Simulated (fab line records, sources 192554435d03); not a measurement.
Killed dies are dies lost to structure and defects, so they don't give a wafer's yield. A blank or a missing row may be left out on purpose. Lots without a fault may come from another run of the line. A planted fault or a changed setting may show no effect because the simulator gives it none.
A struck lot beside a sound one | flow n5_finfet | 38 steps out of a route of 1938
Sound: wafers L228.1, L228.2, L228.4. Struck: wafers L217.3, L217.6. (L217.1 of the same lot was not struck and is left out.) The cause comes at the end.
At each step with rows: each side's tool, then ch and its chambers, then its first start. Under that, the readings that differ: sound wafers | struck wafers | difference of the means | sigmas: that difference in standard deviations of wafers without a fault.
alike: readings whose means differ by less than 2 such deviations, and words and numbers that are the same on both sides. not compared: withheld readings, readings that some wafer has no value for, bounds like >300 that may hide the same value, and numbers for which the record gives no deviation and whose values overlap.
The two part at a step that has a row with sigmas, a row that says differs or no value, or rows on one side only. Numbers that don't overlap but have no deviation are shown without sigmas and don't part them. A reading that every wafer of one side lacks parts them only if that side has two wafers or more.

first, 10 steps without rows for these wafers: N5_DUMMY_GATE_ETCH_23 (etches poly-Si in HBr/Cl2/O2, target depth 41 nm, time 22.3 s); N5_DUMMY_GATE_ETCH_44 (etches poly-Si in HBr/O2, stops on SiO2, target depth 127.5 nm); N5_DUMMY_GATE_ETCH_42 (etches SiO2 in CHF3/O2, target depth 3.5 nm, time 31 s); N5_DUMMY_GATE_STRIP_48 (strips in N2/H2, time 20 s); N5_DUMMY_GATE_PRECLEAN_33 (cleans in dHF, time 10 s); N5_DUMMY_GATE_PRECLEAN_25 (cleans in O3/DIW, time 45 s); N5_DUMMY_GATE_PRECLEAN_51 (cleans in SC2, time 45 s); N5_DUMMY_GATE_SRD_26 (time 30 s); N5_DUMMY_GATE_UV_OZONE_45 (time 120 s); N5_SPACER0_ALD_07 (deposits SiNx, target thk 2 nm).
N5_SPACER0_ALD_00: deposits SiOCN, target thk 3.5 nm, pulse time 3 s, purge time 2 s.
  sound on ald_sin-04 ch 0,1,2, day 7 19:03; struck on ald_sin-03 ch 1, day 5 01:29
  reading                                   | sound       | struck | difference | sigmas
  ald_cycles                                | 58 58 58    | 65 65  | +7         |
  model.SiOCN_of_SPACER0_ALD_00.thk_nm (nm) | 3.6 3.6 3.6 | 4 4    | +0         |
  alike: heater_power_w, precursor_pulse_height_rel
then, 25 steps without rows for these wafers: N5_SPACER0_ALD_08 (deposits SiNx, target thk 2 nm); N5_SD_EPI_N_COAT_32 (time 60 s, resist thk 350 nm); N5_SD_EPI_N_COAT_33 (time 60 s, resist thk 35 nm); N5_SD_EPI_N_COAT_03 (resist thk 150 nm); N5_SD_EPI_N_EBR_05; N5_SD_EPI_N_SOFTBAKE_04 (time 60 s); N5_SD_EPI_N_EXPOSE_06 (exposes mask SD N BLK, target cd 120 nm); N5_SD_EPI_N_PEB_07 (peb time 60 s); N5_SD_EPI_N_DEVELOP_08 (develop time 30 s); N5_SD_EPI_N_DESCUM_14 (chemistry O2, time 7.9 s); N5_SD_EPI_N_ETCH_34 (etches SiARC in CF4, target depth 45.5 nm, time 75.8 s); N5_SD_EPI_N_ETCH_35 (etches SOC in N2/H2, overetch 108 nm, time 486 s); N5_SD_EPI_N_STRIP_36 (strips in N2/H2); N5_SD_EPI_N_ETCHBACK_44 (etches SiNx in CH3F/O2, stops on SiO2, target depth 14.5 nm); N5_SD_EPI_N_ETCH_45 (etches SiOCN in CH3F/O2, target depth 6 nm); N5_SD_EPI_N_ETCH_16 (etches SiO2 in CHF3/O2, target depth 5 nm); N5_SD_EPI_N_STRIP_47 (strips in CHF3/O2); N5_SD_EPI_N_SD_RECESS_17 (chemistry HBr/Cl2/O2, target depth 41 nm, time 23.7 s, bt time 3 s); N5_SD_EPI_N_STRIP_38 (strips in N2/H2); N5_SD_EPI_N_WET_ETCH_43 (etches SiO2 in dHF, time 14 s, target depth 1.5 nm); N5_SD_EPI_N_STRIP_18 (strips in SPM, time 750 s); N5_SD_EPI_N_SRD_20 (time 30 s); N5_SD_EPI_N_PRECLEAN_48 (cleans in NF3:NH3, afs cycles 2, time 20 s, sublimation time 60 s); N5_SD_EPI_N_VAPOR_ETCH_50 (etches Si in HCl, time 54 s); N5_SD_EPI_N_EPI_21 (deposits Si:P, time 690 s).
N5_SD_EPI_P_PRECLEAN_32: cleans in dHF, time 10 s.
  sound on wet_bench-06 ch 0,2,7, day 8 04:09; struck on wet_bench-02 ch 2,3, day 5 13:55
  reading                                   | sound       | struck  | difference | sigmas
  model.SiOCN_of_SPACER0_ALD_00.thk_nm (nm) | 3.4 3.4 3.4 | 3.8 3.8 | +0.4       |
-- the record jumps here: 4 days lie between the struck wafers' starts before and after (it left off in module SD_EPI_P and takes up again in module BEOL_M4, whose first step shown is number 1111 of the route) --
N5_BEOL_M4_RC_MEAS_101:
  sound on prober-02 ch 0, day 12 19:11; struck on prober-02 ch 0, day 9 20:17
  reading         | sound           | struck      | difference | sigmas
  DIBL_N (mV/V)   | 37.8 37.1 35.8  | 33.9 33.6   | -3.1       | -2
  REXT_P (ohm.um) | 99.1 100.1 99.7 | 109.2 108.1 | +9.0       | +4
  alike: DIBL_P, IOFF_N, IOFF_P, ION_N, ION_P, SS_N, SS_P, VT_N, VT_P

WHERE THEY PART
Only at N5_BEOL_M4_RC_MEAS_101, within this record.

WHY: what the simulator had put in
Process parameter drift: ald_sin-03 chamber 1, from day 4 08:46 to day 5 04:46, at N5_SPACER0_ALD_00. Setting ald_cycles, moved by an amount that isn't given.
